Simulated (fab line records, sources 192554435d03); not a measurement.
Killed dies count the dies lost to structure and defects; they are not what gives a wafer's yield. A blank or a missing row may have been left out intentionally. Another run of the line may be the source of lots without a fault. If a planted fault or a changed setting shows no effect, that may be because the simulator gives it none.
Matching of chambers ; flow n5Finfet ; N5_FIN_CUT_DESCUM_13 on rieDiel-06 has 4 sister chambers
The step chemistry O2, time 7 s. 8 wafers are shown with their chamber, then 11 later ones without.

## EACH WAFER AND ITS CHAMBER
wafer;chamber;drypumpMotorCurrentA (A);throttleValvePct (%)
L076.4;2;5.9;20.62
L081.1;0;5.1;20.32
L081.2;2;5.9;20.62
L081.3;3;6.4;20.21
L083.1;1;6.6;19.92
L083.2;0;5.1;20.31
L083.4;3;6.5;20.22
L090.1;1;6.6;19.95

## WAFERS WITHOUT THEIR CHAMBER
wafer;drypumpMotorCurrentA (A);throttleValvePct (%)
L090.3;5.1;20.33
L090.5;6.6;19.96
L091.2;5.9;20.63
L091.3;6.6;19.96
L091.4;6.5;20.24
L092.1;6.6;19.95
L092.2;6.5;20.24
L092.5;6.6;19.96
L093.2;6.6;19.95
L093.4;5.9;20.65
L093.6;6.6;19.96

## CHAMBER TAKEN BY EACH
wafer;from the rows above;in truth
L090.3;0;0
L090.5;1;1
L091.2;2;2
L091.3;1;1
L091.4;3;3
L092.1;1;1
L092.2;3;3
L092.5;1;1
L093.2;1;1
L093.4;2;2
L093.6;1;1
Placed correctly: 11 of 11. Not placeable from these rows: 0. 0 placed wrongly.
How it was worked out, from the rows above alone: a wafer's distance from a chamber is the root of the sum, over the readings, of the square of ((its reading less the chamber's mean) divided by the reading's scatter). If the next closest chamber is less than 2 further off than the closest, the wafer can't be placed; otherwise it belongs to the closest. Each chamber's mean is taken over the wafers shown for it. The scatter: take each reading less its chamber's mean, square it, sum over the shown wafers, divide by the number of wafers less the number of chambers, and take the root.
